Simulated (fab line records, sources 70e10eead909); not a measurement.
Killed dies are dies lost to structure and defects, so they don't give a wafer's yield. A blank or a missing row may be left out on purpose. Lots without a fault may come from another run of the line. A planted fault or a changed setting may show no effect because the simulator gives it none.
Tool commonality check | flow nand_harc | 13 lots, 39 wafers sampled

WHY IT WAS OPENED
At NHARC_A_STAIRCASE_INSPECT_155 the reading raw_defect_count is flagged on 2 of 13 lots. Wafers without a fault read 379, standard deviation 120.
Rule: a lot is flagged when every wafer of it that has a number lies more than 4 standard deviations from that mean, or none has a number. The other lots count as sound.

lot  | measured     | on                | raw_defect_count, wafer by wafer | flag
L245 | day 13 12:07 | defect_inspect-02 | 493 378 280                      |
L247 | day 14 01:41 | defect_inspect-01 | 218 268 401                      |
L246 | day 14 12:02 | defect_inspect-02 | 529 615 511                      |
L249 | day 14 12:11 | defect_inspect-02 | 386 332 561                      |
L254 | day 16 02:18 | defect_inspect-01 | 1905 1425 1599                   | FLAGGED
L258 | day 17 05:25 | defect_inspect-02 | 536 247 386                      |
L260 | day 17 07:43 | defect_inspect-02 | 359 440 426                      |
L257 | day 17 08:10 | defect_inspect-01 | 1704 1523 1605                   | FLAGGED
L261 | day 17 18:28 | defect_inspect-01 | 569 407 378                      |
L263 | day 18 06:52 | defect_inspect-02 | 379 381 459                      |
L266 | day 18 16:38 | defect_inspect-01 | 387 349 372                      |
L267 | day 19 16:21 | defect_inspect-01 | 217 294 230                      |
L268 | day 19 16:37 | defect_inspect-01 | 335 413 431                      |
The numbers of the flagged lots are 1627 on average: +1248 against the usual, or +10 standard deviations.

WHICH TOOL RAN EACH LOT
The record holds 2 process steps before the reading, out of a route of 1159 steps. In each cell: the tool, then ch and the chambers that the sampled wafers went through, then the start.
lot  | flag    | NHARC_A_STAIRCASE_DEP_471       | NHARC_A_STAIRCASE_CMP_472
L245 |         | pecvd-04 ch 0,1,2, day 13 11:33 | cmp-02 ch 0,1, day 13 11:47
L247 |         | pecvd-01 ch 1,2, day 14 01:04   | cmp-04 ch 0,1,2, day 14 01:25
L246 |         | pecvd-01 ch 1,2, day 14 11:20   | cmp-02 ch 0,2, day 14 11:44
L249 |         | pecvd-03 ch 0,1,2, day 14 11:34 | cmp-04 ch 1,2, day 14 11:50
L254 | FLAGGED | pecvd-03 ch 0,1, day 16 01:41   | cmp-04 ch 1,2,3, day 16 01:59
L258 |         | pecvd-01 ch 0,2, day 17 04:51   | cmp-03 ch 1,2, day 17 05:04
L260 |         | pecvd-01 ch 0,1,2, day 17 07:06 | cmp-03 ch 1,2, day 17 07:22
L257 | FLAGGED | pecvd-01 ch 1,2, day 17 07:28   | cmp-04 ch 0,1,3, day 17 07:49
L261 |         | pecvd-03 ch 0,2, day 17 17:46   | cmp-03 ch 0,2, day 17 18:07
L263 |         | pecvd-01 ch 0,1,2, day 18 06:15 | cmp-02 ch 1,2,3, day 18 06:31
L266 |         | pecvd-04 ch 0,1,2, day 18 16:01 | cmp-02 ch 0,1,3, day 18 16:21
L267 |         | pecvd-04 ch 0,1,2, day 19 15:46 | cmp-04 ch 0,2,3, day 19 16:02
L268 |         | pecvd-03 ch 0,1, day 19 16:02   | cmp-04 ch 0,1,2, day 19 16:18
What these steps do:
- NHARC_A_STAIRCASE_DEP_471: deposits SiO2, target thk 100 nm.
- NHARC_A_STAIRCASE_CMP_472: polishes SiO2.
- NHARC_A_STAIRCASE_INSPECT_155

FLAGGED OVER TOTAL, TOOL BY TOOL (the gauges that took the reading come last)
step                          | tool              | lots run | flagged | share of the flagged lots | sound lots run after its first flagged lot
NHARC_A_STAIRCASE_DEP_471     | pecvd-01          | 6        | 1       | some                      | 1 (L263)
NHARC_A_STAIRCASE_DEP_471     | pecvd-03          | 4        | 1       | some                      | 2 (L261,L268)
NHARC_A_STAIRCASE_DEP_471     | pecvd-04          | 3        | 0       | none                      | -
NHARC_A_STAIRCASE_CMP_472     | cmp-02            | 4        | 0       | none                      | -
NHARC_A_STAIRCASE_CMP_472     | cmp-03            | 3        | 0       | none                      | -
NHARC_A_STAIRCASE_CMP_472     | cmp-04            | 6        | 2       | all                       | 2 (L267,L268)
NHARC_A_STAIRCASE_INSPECT_155 | defect_inspect-01 | 7        | 2       | all                       | 4 (L261,L266,L267,L268)
NHARC_A_STAIRCASE_INSPECT_155 | defect_inspect-02 | 6        | 0       | none                      | -

WHAT THE TABLE ALLOWS
2 rows of the table ran every flagged lot: cmp-04 at NHARC_A_STAIRCASE_CMP_472, defect_inspect-01 at NHARC_A_STAIRCASE_INSPECT_155.
- cmp-04 at NHARC_A_STAIRCASE_CMP_472: 2 of its 6 lots flagged. Sound lots ran on it after the first flagged one (L267, L268), which a lasting fault on the whole tool wouldn't allow.
- defect_inspect-01 at NHARC_A_STAIRCASE_INSPECT_155: 2 of its 7 lots flagged. Sound lots ran on it after the first flagged one (L261, L266, L267, L268), which a lasting fault on the whole tool wouldn't allow.
No row of the table ran every flagged lot and no sound lot after the first.

WHAT THE SIMULATOR HAD PUT IN
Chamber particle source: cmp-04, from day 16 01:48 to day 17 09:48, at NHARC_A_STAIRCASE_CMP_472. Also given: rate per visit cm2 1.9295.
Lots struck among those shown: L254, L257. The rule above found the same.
